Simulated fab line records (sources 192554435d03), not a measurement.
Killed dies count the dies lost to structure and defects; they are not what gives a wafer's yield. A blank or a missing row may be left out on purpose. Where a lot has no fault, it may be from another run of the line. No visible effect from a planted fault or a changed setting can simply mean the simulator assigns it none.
fab line records    flow n5-finfet
record lots=3  wafers=9  last-day=15
route steps=1938 shown SDB@361 DUMMY_REMOVAL@377 HKMG_FIN@385 GATE_CUT@469 BEOL_M4@1111
lots that met no fault: from a run of the same line without faults
start-h: hours from the record's opening day to when the first of the lot's shown wafers began    wait-h: hours elapsed since this lot's preceding step    " identical to the entry in the row above    L1.1+2: one row covering several wafers at once    - no value, or no start was given    * or withheld: withheld    < > ~ a bound
route shown NAME@n: names a module that has steps shown in the file, with the first one's number in the route    usual: the fault-free wafers' mean and standard deviation    same: alike in all rows    chamber/n: place in a boat    sites: each site's reading    _std_site: how widely they spread, as a standard deviation    _edge_site: the outer-site mean with the inner-site mean subtracted    radius-mm: how far each site lies from the wafer's centre    mask NAME#n: copy n    behind: the tool/chamber that last shaped the wafer    hold: what put the lot on hold/how long, in hours/how the hold closed    device: transistor that didn't switch, given as n, p or np    end of line: tests run on the same wafers once the route is complete    a step with no rows: only its recipe    killed: not the wafer's yield, but the dies lost to structure and defects at the first sort    map: a wafer's dies, x killed, . not, _ none there
set.NAME: setting as actually run; set.NAME@STEP: the setting as run at that earlier step    model.NAME: the simulator's own value behind a step, which no gauge read
a table for each step, a row for each wafer; lots at some steps of the route
services: a tool's chamber out of use, with start hour (start-h, from the record's first day; less than 0 if before it), hours out, and reason
## steps
# step N5_SDB_ETCH_18
# recipe chemistry=N2/H2  target=SOC  target-depth-a=1000  overetch-a=200  mask-material=SiARC  temp-c=40  time-s=150  ion-energy-ev=200  pressure-mtorr=30  source-w=840  bias-w=150  n2-flow-sccm=200  h2-flow-sccm=200
# step N5_SDB_STRIP_19
# recipe chemistry=N2/H2  temp-c=40  n2-flow-sccm=200  h2-flow-sccm=200  rf-frequency-hz=6e+07
# step N5_SDB_STRIP_21
# recipe chemistry=CF4  resist=SiARC  power-w=300  bias-power-w=75  pressure-mtorr=50  cf4-flow-sccm=150  rf-frequency-hz=6e+07
# step N5_SDB_HM_OPEN_20
# recipe chemistry=CH3F/O2  target=SiNx  mask-material=SOC  target-depth-a=240  stop-on=poly-Si  over-etch-frac=0.4  ion-energy-ev=120  pressure-mtorr=30  source-w=395  bias-w=73  Ar_flow_sccm=150  CH3F_flow_sccm=30  O2_flow_sccm=20
# step N5_SDB_STRIP_22
# recipe chemistry=N2/H2  power-w=1000  temp-c=250  h2-frac=0.65  overash-fraction=0.3  pressure-mtorr=withheld  n2-flow-sccm=1750  h2-flow-sccm=3250
# step N5_SDB_PRECLEAN_23
# recipe chemistry=dHF  time-s=30  temp-c=25  dilution=withheld
# step N5_SDB_DUMMY_REMOVE_24
# recipe chemistry=TMAH  temp-c=70  target=poly-Si  stop-on=SiO2  target-depth-nm=142  conc-wt-pct=5  time-s=57  dry=ipa-marangoni  rinse-time-s=30  rinse-temp-c=23
# step N5_SDB_ETCH_25
# recipe chemistry=C4F6/O2  target=SiO2  target-depth-a=100  time-s=3.3  ion-energy-ev=250  mask-material=SiNx  pressure-mtorr=30  source-w=345  bias-w=185  Ar_flow_sccm=300  C4F6_flow_sccm=10  O2_flow_sccm=10
# step N5_SDB_CUT_ETCH_26
# recipe chemistry=HBr/Cl2/O2  target=Si  target-depth-a=1296  bt-time-s=20  mask-material=SiNx  time-s=51.8  ion-energy-ev=*  bias-w=*  pressure-mtorr=10  icp-w=800  HBr_flow_sccm=150  Cl2_flow_sccm=80  O2_flow_sccm=12
# step N5_SDB_PRECLEAN_38
# recipe chemistry=dHF  time-s=10  dilution=750:1  temp-c=25
# step N5_SDB_PRECLEAN_39
# recipe chemistry=O3/DIW  time-s=45  temp-c=22  o3-ppm=10
# step N5_SDB_SRD_28
# recipe dry=ipa-marangoni  time-s=30  temp-c=23  rinse-liquid=diw
# step N5_SDB_ALD_29
# recipe material=SiNx  target-thk-a=300  temp-c=400  ald-precursor-family=SiH2I2  ald-co-reactant=N2/H2-plasma  pulse-time-s=1  ald-cycles=600  purge-time-s=2  co-reactant-purge-time-s=2  pressure-torr=2
# usual ald-cycles=600/0  heater-power-w=876/110  precursor-pulse-height-rel=1.001/0.021
lot.wafer  tool        chamber  start-h  wait-h  ald-cycles  heater-power-w  precursor-pulse-height-rel  model.SiNx_of_SDB_ALD_29.thk-nm
L334.2     ald-sin-03  1        85.66    0.0     600         797             1.024                       30.2
L334.3     "           0        "        "       600         808             0.965                       30.2
L334.5     "           0        87.01    1.4     600         802             1.027                       30.2
L344.2     ald-sin-03  1        151.82   0.0     600         811             0.998                       30
L344.5     "           3        153.18   1.4     549         1017            0.971                       27.4
L344.6     "           0        "        "       600         836             1.010                       30
L346.1     ald-sin-02  2        157.42   0.0     600         731             1.009                       30.2
L346.2     "           3        "        "       600         835             1.009                       30
L346.4     "           1        "        "       600         1065            0.995                       30
# step N5_SDB_CMP_30
# recipe stop-on=poly-Si  t-overpolish-s=1.54  post-cmp-clean=alkaline-brush  down-force-psi=4.1491  platen-rpm=51.796  pad-velocity-m-s=1.0306  target-thk-nm=30
# step N5_DUMMY_REMOVAL_HM_STRIP_01
# recipe chemistry=CH3F/O2  material=SiNx  target-depth-a=40  stop-on=poly-Si  time-s=6.8  over-etch-frac=0.3  ion-energy-ev=60  power-w=410  bias-w=29  Ar_flow_sccm=150  CH3F_flow_sccm=30  O2_flow_sccm=20
# step N5_DUMMY_REMOVAL_STRIP_10
# recipe chemistry=N2/H2  time-s=40  power-w=100  temp-c=40  pressure-mtorr=100  rf-frequency-hz=6e+07  bias-power-w=3  n2-flow-sccm=300  h2-flow-sccm=300
# step N5_DUMMY_REMOVAL_PRECLEAN_07
# recipe chemistry=dHF  time-s=30  temp-c=25  dilution=withheld
# step N5_DUMMY_REMOVAL_DUMMY_REMOVE_02
# recipe chemistry=TMAH  temp-c=70  target=poly-Si  stop-on=SiO2  target-depth-nm=142  conc-wt-pct=5  time-s=57  dry=ipa-marangoni  rinse-time-s=30  rinse-temp-c=23
# step N5_DUMMY_REMOVAL_PRECLEAN_08
# recipe chemistry=NF3:NH3  afs-cycles=2  temp-c=30  time-s=20  sublimation-temp-c=180  sublimation-time-s=60  pressure-torr=3  rf-power-w=30
# step N5_DUMMY_REMOVAL_PRECLEAN_04
# recipe chemistry=DHF  time-s=37  temp-c=25  dilution=500:1
# step N5_DUMMY_REMOVAL_SRD_05
# recipe dry=ipa-marangoni  do-ppb=5  time-s=30  temp-c=23  rinse-liquid=diw
# step N5_HKMG_FIN_IL_REGROW_00
# recipe material=SiO2  target-thk-a=7.5  chemistry=O3  temp-c=withheld  time-s=30
# step N5_HKMG_FIN_HK_ALD_01
# recipe material=HfO2  target-thk-a=16  temp-c=withheld  ald-precursor-family=HfCl4  ald-co-reactant=H2O  pulse-time-s=3  purge-time-s=3  co-reactant-purge-time-s=2.5  co-reactant-pulse-time-s=0.3  ald-cycles=30
# step N5_HKMG_FIN_HK_ANNEAL_02
# recipe temp-c=700  time-s=30  ambient=N2  idle-temp-c=600  ramp-up-c-per-s=150  ramp-down-c-per-s=60  cool-to-c=600
# step N5_HKMG_FIN_ALD_74
# recipe material=La2O3  target-thk-a=5  temp-c=250  ald-precursor-family=La-Cp  ald-co-reactant=O3  pulse-time-s=6  co-reactant-pulse-time-s=1  purge-time-s=3  co-reactant-purge-time-s=3
# step N5_HKMG_FIN_ALD_75
# recipe material=Al2O3  target-thk-a=10  temp-c=150  ald-precursor-family=TMA  ald-co-reactant=H2O  pulse-time-s=withheld  co-reactant-pulse-time-s=1
# step N5_HKMG_FIN_COAT_41
# recipe resist=SOC  temp-c=250  time-s=60  spin-rpm=1500  resist-thk-nm=300
# step N5_HKMG_FIN_COAT_42
# recipe resist=SiARC  temp-c=220  time-s=60  spin-rpm=1500  resist-thk-nm=35
# step N5_HKMG_FIN_COAT_43
# recipe resist=CAR-ArF  spin-rpm=1500  resist-thk-nm=90
# step N5_HKMG_FIN_EBR_45
# recipe solvent=PGMEA  ebr-width-mm=1.5
# step N5_HKMG_FIN_SOFTBAKE_44
# recipe temp-c=110  time-s=60  resist=CAR-ArF
# step N5_HKMG_FIN_EXPOSE_46
# recipe mask-id=NDIPOLE  na=1.35  source-shape=conventional  sigma-outer=0.8  polarization=unpolarized  dose-mj=40
# step N5_HKMG_FIN_PEB_47
# recipe peb-temp-c=withheld  peb-time-s=60  resist=CAR-ArF
# step N5_HKMG_FIN_DEVELOP_48
# recipe develop-time-s=30  developer=TMAH  resist=CAR-ArF  rinse-liquid=diw  dry=air-spin  dev-temp-c=23
# step N5_HKMG_FIN_DESCUM_53
# recipe chemistry=O2  time-s=7.9  source-power-w=50  bias-power-w=20  pressure-mtorr=20  rf-frequency-hz=2.712e+07  temp-c=40  resist=CAR-ArF  o2-flow-sccm=225
# step N5_HKMG_FIN_ETCH_54
# recipe chemistry=CF4  target=SiARC  target-depth-a=455  mask-material=CAR-ArF  time-s=75.8  ion-energy-ev=80  pressure-mtorr=40  source-w=545  bias-w=36  Ar_flow_sccm=100  cf4-flow-sccm=100  ends=cleared
# step N5_GATE_CUT_ETCH_58
# recipe chemistry=CH3F/O2  target=SiNx  target-depth-a=170  time-s=128.6  ion-energy-ev=50  pressure-mtorr=30  source-w=415  bias-w=21  Ar_flow_sccm=150  CH3F_flow_sccm=30  O2_flow_sccm=20
# usual drypump-motor-current-A=5.8/0.46  oes-product-au=0.80/0.096  rf-vpp-V=98.9/0.92  showerhead-plenum-p-Torr=1.97/0.04  throttle-valve-pct=16.39/0.26
lot.wafer  tool         chamber  start-h  wait-h  drypump-motor-current-A  oes-product-au  rf-hours-counter-h  rf-vpp-V  showerhead-plenum-p-Torr  throttle-valve-pct  model.SiNx_of_SDB_ALD_29.thk-nm
L334.2     rie-diel-01  2        99.09    0.0     6.0                      0.67            234                 99.2      1.97                      16.66               24.8
L334.3     "            0        "        "       6.1                      0.69            249                 98.5      1.96                      16.62               24.6
L334.5     "            2        "        "       6.1                      0.67            -                   98.0      1.97                      16.65               24.6
L344.2     rie-diel-06  2        164.94   0.0     5.8                      0.75            176                 99.7      1.99                      16.56               24.4
L344.5     "            3        "        "       5.0                      0.76            -                   99.3      1.91                      16.42               22.4
L344.6     "            0        "        "       6.2                      0.87            -                   98.5      1.96                      16.07               24.6
L346.1     rie-diel-03  2        171.07   0.2     5.6                      0.73            188                 99.2      2.00                      16.77               24.8
L346.2     "            1        "        "       5.6                      0.69            230                 99.5      1.96                      16.80               24.6
L346.4     "            1        "        "       5.6                      0.69            -                   98.0      1.96                      16.79               24.6
# step N5_BEOL_M4_RC_MEAS_101
# usual DIBL_N=35.8/1.8  DIBL_P=35.9/2.2  IOFF_N=0.16/0.035  IOFF_P=0.21/0.04  ION_N=672/11  ION_P=461/7.4  SS_N=71.4/0.64  SS_P=73.2/0.67  VT_N=250/3.5  VT_P=-251/3.4
lot.wafer  tool       chamber  start-h  wait-h  DIBL_N[mV/V]  DIBL_P[mV/V]  IOFF_N[nA/um]  IOFF_P[nA/um]  ION_N[uA/um]  ION_P[uA/um]  SS_N[mV/dec]  SS_P[mV/dec]  VT_N[mV]  VT_P[mV]
L334.2     prober-02  0        183.59   0.2     31.9          29.9          0.10           0.15           648           449           70.3          72.2          257       -255
L334.3     "          0        "        "       36.8          36.2          0.18           0.24           679           465           71.6          73.2          249       -249
L334.5     "          0        "        "       36.0          36.3          0.17           0.23           674           466           71.3          72.9          249       -247
L344.2     prober-02  0        256.55   0.2     37.4          38.2          0.18           0.24           683           465           71.2          73.5          249       -246
L344.5     "          0        "        "       37.3          36.5          0.17           0.21           670           459           71.1          73.5          251       -250
L344.6     "          0        "        "       35.1          35.0          0.13           0.19           676           464           71.3          72.9          254       -250
L346.1     prober-02  0        277.06   0.0     36.2          35.9          0.17           0.25           686           473           71.5          72.7          247       -246
L346.2     "          0        "        "       38.5          39.0          0.22           0.31           691           479           71.3          74.1          244       -243
L346.4     "          0        "        "       36.6          37.0          0.18           0.28           687           475           71.2          73.1          246       -245
## services
tool         chamber  start-h  hours  kind
rie-diel-01  -        62.44    2.8    pm
rie-diel-06  1        71.21    24.2   repair
rie-diel-03  0        77.62    -      clean
rie-diel-03  0        77.62    -      consumable-replace:focus-ring
rie-diel-03  0        77.62    13.9   scheduled-down
rie-diel-03  0        77.62    13.9   vent-cycle
rie-diel-01  0        103.00   -      clean
rie-diel-01  0        103.00   -      consumable-replace:focus-ring
rie-diel-01  0        103.00   27.2   scheduled-down
rie-diel-01  0        103.00   27.2   vent-cycle
rie-diel-03  1        103.40   9.8    repair
rie-diel-01  2        143.72   -      clean
rie-diel-01  2        143.72   -      consumable-replace:focus-ring
rie-diel-01  2        143.72   12.9   scheduled-down
rie-diel-01  2        143.72   12.9   vent-cycle
rie-diel-01  3        161.64   11.6   repair
rie-diel-03  3        167.69   6.6    repair
## key
first-sign step=N5_SDB_ALD_29  reading=ald-cycles  direction=down  sigmas=99+  usual=*  struck=*
effect none on later readings
model-effect step=N5_SDB_ALD_29  value=SiNx_of_SDB_ALD_29.thk-nm  without=29.8  struck=27.4
model-effect step=N5_GATE_CUT_ETCH_58  value=SiNx_of_SDB_ALD_29.thk-nm  without=24.4  struck=22.4
met-at N5_SDB_ALD_29
struck-wafers L344.5
onset-between 85.66 151.82
fault kind=process-parameter-drift  tool=ald-sin-03  chamber=-  onset-h=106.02  steps=N5_SDB_ALD_29  channel=ald-cycles  offset=*  shape=step  end-h=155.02  scope=struck-wafers-only  acts-in=*  stated=*
